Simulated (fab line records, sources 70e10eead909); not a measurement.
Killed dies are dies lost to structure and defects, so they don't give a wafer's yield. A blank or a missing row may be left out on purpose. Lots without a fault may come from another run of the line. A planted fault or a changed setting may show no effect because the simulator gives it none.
fab line records | flow nand_harc
record lots=11 wafers=33 last_day=34
route steps=1302 shown A_STAIRCASE@668 END@1302
lots that met no fault: from a run of the same line without faults
start_h: hours from the record's first day to the start of the lot's first wafer shown | wait_h: hours since the lot's step before | " the same as in the row above | L1.1+2: a row that stands for several wafers | - no value, or no start given | * or withheld: withheld | < > ~ a bound
route shown NAME@n: a module of which the file shows steps, and the number in the route of the first | usual: mean/standard deviation of fault-free wafers | same: alike in all rows | chamber/n: place in a boat | sites: the reading at each site | _std_site: their standard deviation | _edge_site: outer sites' mean less inner sites' | radius_mm: how far each site lies from the wafer's centre | mask NAME#n: copy n | behind: the tool/chamber that last shaped the wafer | hold: why the lot was held/for how many hours/how that ended | device: the transistor (n, p or np) that didn't switch | end of line: the same wafers' tests at the end of the route | a step without rows: its recipe alone | killed: dies lost to structure and defects at the first sort, not the wafer's yield | map: a wafer's dies, x killed, . not, _ none there
set.NAME: the setting as run; set.NAME@STEP: as run at that earlier step | model.NAME: the simulator's own value behind a step, which no gauge read
steps of the route over a sample of lots; a table a step, a row a wafer
services: from which hour (start_h, from the record's first day; less than 0 if before it) a tool's chamber was out of use, for how many hours, and why
## steps
# step NHARC_A_STAIRCASE_TRIM_12
# recipe time_s=211.2 o2_flow_sccm=500 ar_flow_sccm=0 bias_w=0 chemistry=O2
# usual drypump_motor_current_A=5.8/0.48 oes_product_au=1.003/0.01 rf_vpp_V=57.8/0.87 showerhead_plenum_p_Torr=3.57/0.16 throttle_valve_pct=17.037/0.0092
# columns lot.wafer tool chamber start_h wait_h drypump_motor_current_A oes_product_au rf_hours_counter_h rf_vpp_V showerhead_plenum_p_Torr throttle_valve_pct
L522.4 rie_diel-06 1 379.95 0.1 6.0 0.999 19 59.7 3.60 17.050
L522.3 " 3 " " 6.4 0.987 21 57.3 3.47 17.038
L522.6 " 1 " " 6.0 1.000 - 59.0 3.60 17.025
L523.3 rie_diel-09 1 387.55 0.1 5.8 1.018 16 58.2 3.80 17.035
L523.2 " 2 " " 6.2 0.996 16 57.9 3.51 17.030
L523.5 " 1 " " 5.8 1.019 - 57.9 3.80 17.047
L526.3 rie_diel-09 1 399.92 0.1 5.8 1.018 22 58.0 3.80 17.036
L526.6 " 3 " " 6.0 0.995 - 57.9 3.28 17.060
L526.5 " 0 " " 4.9 1.009 - 57.8 3.52 17.026
L531.2 rie_diel-09 3 473.59 4.0 6.0 1.003 53 57.3 3.26 17.041
L531.4 " 1 " " 5.8 1.018 - 58.3 3.78 17.057
L531.6 " 2 " " 6.2 0.996 - 57.6 3.49 17.044
L533.2 rie_diel-09 1 495.22 0.1 5.8 1.008 52 57.4 3.78 17.038
L533.4 " 3 " " 6.0 0.998 59 58.2 3.26 17.042
L533.6 " 1 " " 5.8 1.011 - 58.3 3.78 17.033
L536.4 rie_diel-09 0 517.03 0.1 5.0 0.995 3 57.0 3.51 17.042
L536.1 " 1 " " 5.8 1.020 3 58.8 3.78 17.041
L536.5 " 3 " " 6.0 1.019 - 59.3 3.81 17.044
L539.2 rie_diel-09 2 528.36 0.1 6.2 1.001 7 57.5 3.48 17.054
L539.3 " 3 " " 6.0 1.013 7 59.0 3.80 17.057
L539.6 " 3 " " 6.0 1.026 - 57.8 3.80 17.041
L538.2 rie_diel-06 0 529.03 0.1 5.8 1.008 11 58.1 3.53 17.037
L538.1 " 2 " " 5.2 1.000 15 58.6 3.74 17.037
L538.6 " 1 " " 5.9 1.013 - 58.2 3.58 17.039
L540.4 rie_diel-06 3 562.33 0.1 6.4 1.009 26 57.6 3.44 17.050
L540.5 " 1 " " 6.0 0.995 - 59.3 3.58 17.034
L540.6 " 2 " " 5.2 1.003 - 58.6 3.74 17.026
L541.2 rie_diel-09 2 570.39 0.1 6.2 1.012 23 57.1 3.47 17.035
L541.3 " 0 " " 4.9 0.982 23 58.1 3.50 17.044
L541.6 " 2 " " 6.2 0.998 - 57.3 3.47 17.029
L542.4 rie_diel-09 0 582.43 0.2 4.9 0.987 25 56.8 3.49 17.047
L542.3 " 1 " " 5.8 1.019 25 58.8 3.76 17.026
L542.5 " 3 " " 6.0 1.004 - 59.1 3.79 17.037
# step NHARC_A_STAIRCASE_ETCH_15
# recipe target_depth_a=1000 time_s=40.5 ion_energy_ev=400 c4f8_flow_sccm=20 o2_flow_sccm=10 ar_flow_sccm=withheld rf_w=600 bias_w=1000 chemistry=C4F8/O2
# usual bias_w=1000/3 chamber_pressure_mTorr=24.999/0.022 oes_product_au=0.947/0.011 rf_vpp_V=897/5.8
# columns lot.wafer tool chamber start_h wait_h bias_w chamber_pressure_mTorr oes_product_au rf_hours_counter_h rf_vpp_V
L522.4 rie_diel-06 3 - - 998 24.944 0.935 21 893
L522.3 " 0 " " 1001 24.987 0.937 20 896
L522.6 " 3 " " 1000 25.060 0.942 - 894
L523.3 rie_diel-09 3 - - 999 24.990 0.946 18 885
L523.2 " 0 " " 997 25.015 0.956 18 896
L523.5 " 0 " " 999 25.020 0.952 - 896
L526.3 rie_diel-09 1 - - 998 25.007 0.975 22 905
L526.6 " 2 " " 1001 25.008 0.949 - 896
L526.5 " 3 " " 995 25.004 0.954 - 887
L531.2 rie_diel-09 2 - - 993 25.023 0.935 46 895
L531.4 " 3 " " 999 25.027 0.948 - 886
L531.6 " 2 " " 992 25.003 0.933 - 894
L533.4 rie_diel-09 1 - - 1000 25.017 0.949 52 906
L533.2 " 2 " " 1003 24.982 0.944 52 894
L533.6 " 1 " " 1004 25.006 0.967 - 906
L536.1 rie_diel-09 3 - - 995 25.021 0.954 4 906
L536.4 " 0 " " 1004 25.004 0.935 4 895
L536.5 " 2 " " 999 24.992 0.936 - 894
L539.3 rie_diel-09 2 - - 1003 24.996 0.948 8 893
L539.2 " 3 " " 1001 24.982 0.953 7 905
L539.6 " 0 " " 1000 24.992 0.922 - 896
L538.1 rie_diel-06 0 - - 1000 24.978 0.949 16 896
L538.2 " 1 " " 995 24.996 0.936 17 897
L538.6 " 2 " " 1001 24.980 0.942 - 903
L540.4 rie_diel-06 3 - - 1007 25.008 0.949 26 893
L540.5 " 1 " " 999 25.011 0.953 - 896
L540.6 " 2 " " 1001 24.978 0.951 - 902
L541.2 rie_diel-09 0 - - 1003 24.993 0.944 23 895
L541.3 " 1 " " 998 24.962 0.969 22 903
L541.6 " 1 " " 998 24.987 0.969 - 903
L542.4 rie_diel-09 1 - - 1001 24.966 0.954 25 904
L542.3 " 3 " " 1000 25.008 0.951 28 904
L542.5 " 0 " " 996 25.006 0.923 - 895
# step NHARC_A_STAIRCASE_TRIM_22
# recipe time_s=211.2 o2_flow_sccm=500 ar_flow_sccm=0 bias_w=0 chemistry=O2
# usual drypump_motor_current_A=5.7/0.52 oes_product_au=1.002/0.012 rf_vpp_V=57.8/0.83 showerhead_plenum_p_Torr=3.57/0.16 throttle_valve_pct=17.036/0.0084
# columns lot.wafer tool chamber start_h wait_h drypump_motor_current_A oes_product_au rf_hours_counter_h rf_vpp_V showerhead_plenum_p_Torr throttle_valve_pct
L522.4 rie_diel-09 3 - - 6.0 1.011 17 57.7 3.28 17.029
L522.3 " 1 " " 5.8 1.015 15 57.7 3.80 17.027
L522.6 " 2 " " 6.2 1.008 - 57.9 3.51 17.056
L523.2 rie_diel-13 2 - - 5.1 1.009 15 57.3 3.65 17.041
L523.3 " 0 " " 5.1 1.002 14 56.6 3.74 17.043
L523.5 " 3 " " 6.4 1.002 - 56.9 3.36 17.033
L526.3 rie_diel-06 0 - - 5.8 0.998 26 58.0 3.54 17.037
L526.5 " 1 " " 6.0 0.994 - 57.1 3.60 17.041
L526.6 " 2 " " 5.2 0.993 - 57.2 3.77 17.049
L531.2 rie_diel-09 3 - - 6.0 1.010 54 57.6 3.26 17.036
L531.4 " 3 " " 6.0 1.009 - 57.3 3.26 17.035
L531.6 " 1 " " 5.8 1.021 - 58.1 3.78 17.045
L533.2 rie_diel-09 1 - - 5.8 1.009 53 59.3 3.78 17.045
L533.4 " 3 " " 6.0 1.009 60 56.8 3.26 17.037
L533.6 " 0 " " 4.9 1.011 - 59.3 3.51 17.027
L536.1 rie_diel-09 2 - - 6.2 1.005 5 59.2 3.48 17.041
L536.4 " 3 " " 6.0 1.022 5 58.5 3.81 17.038
L536.5 " 0 " " 4.9 0.991 - 57.0 3.51 17.031
L538.2 rie_diel-09 0 - - 4.9 0.990 9 56.5 3.50 17.037
L538.1 " 1 " " 5.8 1.021 10 58.9 3.77 17.052
L538.6 " 3 " " 6.0 1.008 - 58.9 3.80 17.021
L539.2 rie_diel-06 2 - - 5.2 1.005 18 57.7 3.74 17.038
L539.3 " 3 " " 6.4 1.009 17 58.0 3.44 17.029
L539.6 " 2 " " 5.2 1.019 - 58.8 3.74 17.059
L540.4 rie_diel-09 1 - - 5.8 1.014 20 57.7 3.77 17.050
L540.6 " 3 " " 6.0 1.015 - 58.6 3.80 17.030
L540.5 " 0 " " 4.9 0.982 - 57.6 3.50 17.037
L541.3 rie_diel-09 1 - - 5.8 1.013 22 58.1 3.76 17.053
L541.2 " 3 " " 6.0 1.020 25 58.9 3.79 17.048
L541.6 " 1 " " 5.8 1.020 - 59.1 3.76 17.042
L542.3 rie_diel-09 2 - - 6.2 1.008 27 57.2 3.47 17.037
L542.4 " 3 " " 6.0 1.024 28 58.7 3.79 17.039
L542.5 " 0 " " 4.9 0.992 - 59.1 3.49 17.033
# step NHARC_A_STAIRCASE_ETCH_23
# recipe target_depth_a=1000 time_s=40.5 ion_energy_ev=400 c4f8_flow_sccm=20 o2_flow_sccm=10 ar_flow_sccm=withheld rf_w=600 bias_w=1000 chemistry=C4F8/O2
# usual bias_w=1000/3.2 chamber_pressure_mTorr=25.002/0.021 oes_product_au=0.949/0.013 rf_vpp_V=897/5.9
# columns lot.wafer tool chamber start_h wait_h bias_w chamber_pressure_mTorr oes_product_au rf_hours_counter_h rf_vpp_V
L522.4 rie_diel-09 2 381.40 - 1004 24.998 0.936 15 896
L522.3 " 3 " " 997 25.028 0.939 17 888
L522.6 " 2 " " 1005 24.983 0.923 - 895
L523.2 rie_diel-13 2 391.92 - 1000 25.016 0.943 15 900
L523.3 " 1 " " 1002 25.005 0.950 14 898
L523.5 " 3 " " 1002 24.978 0.943 - 890
L526.3 rie_diel-06 0 401.34 - 1006 25.013 0.960 26 897
L526.5 " 3 " " 999 25.008 0.966 - 894
L526.6 " 0 " " 997 25.036 0.970 - 896
L531.2 rie_diel-09 2 475.58 - - - - - -
L531.6 " 1 " " - - - - -
L531.4 " 3 " " - - - - -
L533.2 rie_diel-09 0 496.67 - - - - - -
L533.4 " 1 " " - - - - -
L533.6 " 3 " " - - - - -
L536.4 rie_diel-09 3 518.70 - 999 25.011 0.959 5 905
L536.1 " 0 " " 1000 24.995 0.928 4 894
L536.5 " 2 " " 998 25.002 0.944 - 894
L538.1 rie_diel-09 2 533.74 - 1004 25.009 0.932 12 895
L538.2 " 3 " " 996 24.989 0.952 12 907
L538.6 " 2 " " 1006 24.944 0.945 - 894
L539.2 rie_diel-06 1 534.09 - 1000 25.002 0.944 18 898
L539.3 " 3 " " 992 25.019 0.948 17 892
L539.6 " 0 " " 999 24.970 0.960 - 897
L540.4 rie_diel-09 3 563.75 - 997 24.967 0.959 23 907
L540.5 " 3 " " 1000 25.028 0.970 - 906
L540.6 " 0 " " 996 24.994 0.938 - 895
L541.3 rie_diel-09 0 571.83 - 995 24.993 0.925 23 895
L541.2 " 1 " " 1004 24.999 0.956 22 905
L541.6 " 3 " " 1007 24.968 0.966 - 908
L542.4 rie_diel-09 1 583.90 - 1000 25.024 0.969 25 905
L542.3 " 3 " " 1000 24.978 0.977 28 906
L542.5 " 1 " " 998 25.014 0.963 - 904
# step NHARC_END_SORT_01
# recipe temp_c=25
# usual killed_at_array=51/18 killed_at_other=1.0/1.2 killed_at_periphery=3.7/2.9 killed_dies=55/19 killed_open=3.5/1.9 killed_short=2.6/1.6
# same gross_dies=677
# columns lot.wafer tool chamber start_h wait_h killed_at_array killed_at_other killed_at_periphery killed_dies killed_open killed_short
L531.2 prober-01 0 683.72 2.8 677 0 0 677 6 2
L531.4 prober-01 0 685.36 3.4 672 0 5 677 5 2
L531.6 prober-01 0 686.99 4.1 674 0 3 677 3 3
L533.2 prober-01 0 717.35 2.8 669 3 5 677 4 4
L533.4 prober-01 0 719.00 3.5 667 2 8 677 2 0
L533.6 prober-01 0 720.64 4.1 664 0 13 677 5 4
# killed by level:class
L531.2 A_STAIRCASE:area_etch=648 A_CHANNEL_HOLE_D2:chamber_film_flake=6 A_STAIRCASE:chamber_film_flake=6 A_SLIT:chamber_film_flake=5 A_SOURCE_PLATE:geometric_particle:open=2 A_ONON_D2:geometric_particle:short=2 A_CHANNEL_FILL_D1:geometric_particle:open=1 A_CHANNEL_FILL_D2:geometric_particle:open=1
L531.4 A_STAIRCASE:area_etch=649 A_CONTACT:chamber_film_flake=6 A_STAIRCASE:chamber_film_flake=4 A_CHANNEL_HOLE_D1:chamber_film_flake=3 A_CHANNEL_HOLE_D2:chamber_film_flake=3 P_M1:geometric_particle:open=2 A_ONON_D1:geometric_particle:short=2 P_GATE:chamber_film_flake=2
L531.6 A_STAIRCASE:area_etch=639 A_CHANNEL_HOLE_D1:chamber_film_flake=9 A_STAIRCASE:chamber_film_flake=7 A_CHANNEL_HOLE_D2:chamber_film_flake=4 A_SLIT:chamber_film_flake=4 A_DECK1_JOINT:geometric_particle:short=3 P_GATE:chamber_film_flake=2 A_CHANNEL_FILL_D2:chamber_film_flake=2
L533.2 A_STAIRCASE:area_etch=604 A_CHANNEL_HOLE_D1:chamber_film_flake=39 A_CONTACT:chamber_film_flake=6 A_SLIT:chamber_film_flake=5 THIN_TSV:chamber_film_flake=3 A_ONON_D1:geometric_particle:short=2 A_ONON_D2:geometric_particle:open=2 P_GATE:chamber_film_flake=2
L533.4 A_STAIRCASE:area_etch=623 A_CHANNEL_HOLE_D1:chamber_film_flake=28 P_GATE:chamber_film_flake=6 A_CONTACT:chamber_film_flake=6 A_SLIT:chamber_film_flake=3 A_STAIRCASE:chamber_film_flake=3 THIN_TSV:chamber_film_flake=2 P_M1:geometric_particle:open=1
L533.6 A_STAIRCASE:area_etch=602 A_CHANNEL_HOLE_D1:chamber_film_flake=37 P_GATE:chamber_film_flake=8 A_CONTACT:chamber_film_flake=6 A_CHANNEL_FILL_D1:chamber_film_flake=4 A_SLIT:chamber_film_flake=4 A_CHANNEL_FILL_D1:geometric_particle:short=2 P_ZERO_WELL:chamber_film_flake=2
## services
# columns tool chamber start_h hours kind
rie_diel-09 0 378.94 - clean
rie_diel-09 1 378.94 - clean
rie_diel-09 2 378.94 - clean
rie_diel-09 3 378.94 - clean
rie_diel-09 2 403.14 7.8 repair
rie_diel-09 0 404.35 - clean
rie_diel-09 1 404.35 - clean
rie_diel-09 3 404.35 - clean
rie_diel-06 3 422.45 7.5 repair
rie_diel-06 - 425.03 0.3 repair
rie_diel-09 2 427.96 6.4 repair
rie_diel-09 0 428.85 - clean
rie_diel-09 1 428.85 - clean
rie_diel-09 3 428.85 - clean
rie_diel-13 3 438.47 4.7 repair
rie_diel-06 2 442.72 2.9 repair
rie_diel-09 0 453.95 - clean
rie_diel-09 1 453.95 - clean
rie_diel-09 0 459.93 16.0 repair
rie_diel-13 - 478.05 0.4 repair
rie_diel-06 - 484.85 9.0 pm
rie_diel-09 - 497.23 9.0 pm
rie_diel-13 - 520.51 9.0 pm
rie_diel-13 1 534.71 5.6 repair
## key
first_sign step=NHARC_A_STAIRCASE_ETCH_23 reading=tool_record direction=missing
effect step=NHARC_END_SORT_01 reading=killed_at_array direction=up sigmas=34 usual=51 struck=670
more_kills_born_at NHARC_A_STAIRCASE_ETCH_23@rie_diel-09=3761
met_at NHARC_A_STAIRCASE_ETCH_23
struck_lots L531,L533
later_rows_left_out L531.2,L531.4,L531.6,L533.2,L533.4,L533.6
tester_left_out L531,L533
not_acting_at NHARC_A_STAIRCASE_TRIM_12,NHARC_A_STAIRCASE_ETCH_15,NHARC_A_STAIRCASE_TRIM_22
onset_between 381.40 475.58
fault kind=skipped_step_whole tool=rie_diel-09 chamber=- onset_h=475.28 steps=NHARC_A_STAIRCASE_ETCH_23 scope=struck_lots_only
# tester_left_out: of these lots the tester's yield and bins aren't shown, on N5 and GAA mostly nor the transistor test; their killed dies are dies lost to structure and defects alone, not to doping, threshold or leakage, so they don't give the yield
# later_rows_left_out: the simulator's readings of these wafers behind a module that went badly wrong aren't trusted and aren't shown, but for the sort
